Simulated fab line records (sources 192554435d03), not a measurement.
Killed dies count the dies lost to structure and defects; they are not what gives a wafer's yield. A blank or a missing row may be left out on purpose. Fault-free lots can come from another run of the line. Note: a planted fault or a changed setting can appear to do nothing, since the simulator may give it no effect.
Matching of chambers    flow n5 finfet    N5_BEOL_M14_STRIP_37 on rie diel-06 has 4 sister chambers
The step strips in O2. 8 wafers are shown with their chamber, then 11 later ones without.

WAFERS PAIRED WITH THEIR CHAMBERS
wafer   chamber  throttle valve pct (%)  oes product au (a.u.)
L084.6  2        16.34                   0.87
L088.1  0        16.63                   0.85
L088.2  2        16.38                   0.85
L088.3  1        16.99                   0.70
L088.4  3        16.83                   0.72
L088.5  0        16.63                   0.85
L088.6  1        16.96                   0.71
L091.2  3        16.88                   0.71

WAFERS WITHOUT THEIR CHAMBER
wafer   throttle valve pct (%)  oes product au (a.u.)
L091.4  16.97                   0.70
L091.5  16.96                   0.69
L095.3  16.68                   0.82
L095.4  16.97                   0.70
L095.5  16.86                   0.70
L094.1  16.99                   0.69
L094.2  16.88                   0.71
L094.3  16.67                   0.83
L094.4  16.88                   0.71
L094.5  16.99                   0.70
L094.6  16.67                   0.84

THE CHAMBER EACH PASSED THROUGH
wafer   from the rows above  in truth
L091.4  1                    1
L091.5  1                    1
L095.3  0                    0
L095.4  1                    1
L095.5  3                    3
L094.1  1                    1
L094.2  3                    3
L094.3  0                    0
L094.4  3                    3
L094.5  1                    1
L094.6  0                    0
11 of 11 placed correctly. Can't be placed from these rows: 0. 0 placed wrongly.
How it was worked out, from the rows above alone: a wafer's distance from a chamber is the root of the sum, over the readings, of the square of ((its reading less the chamber's mean) divided by the reading's scatter). If the next closest chamber is less than 2 further off than the closest, the wafer can't be placed; otherwise it belongs to the closest. The mean given for a chamber averages the wafers shown for that chamber. The scatter: take each reading less its chamber's mean, square it, sum over the shown wafers, divide by the number of wafers less the number of chambers, and take the root.
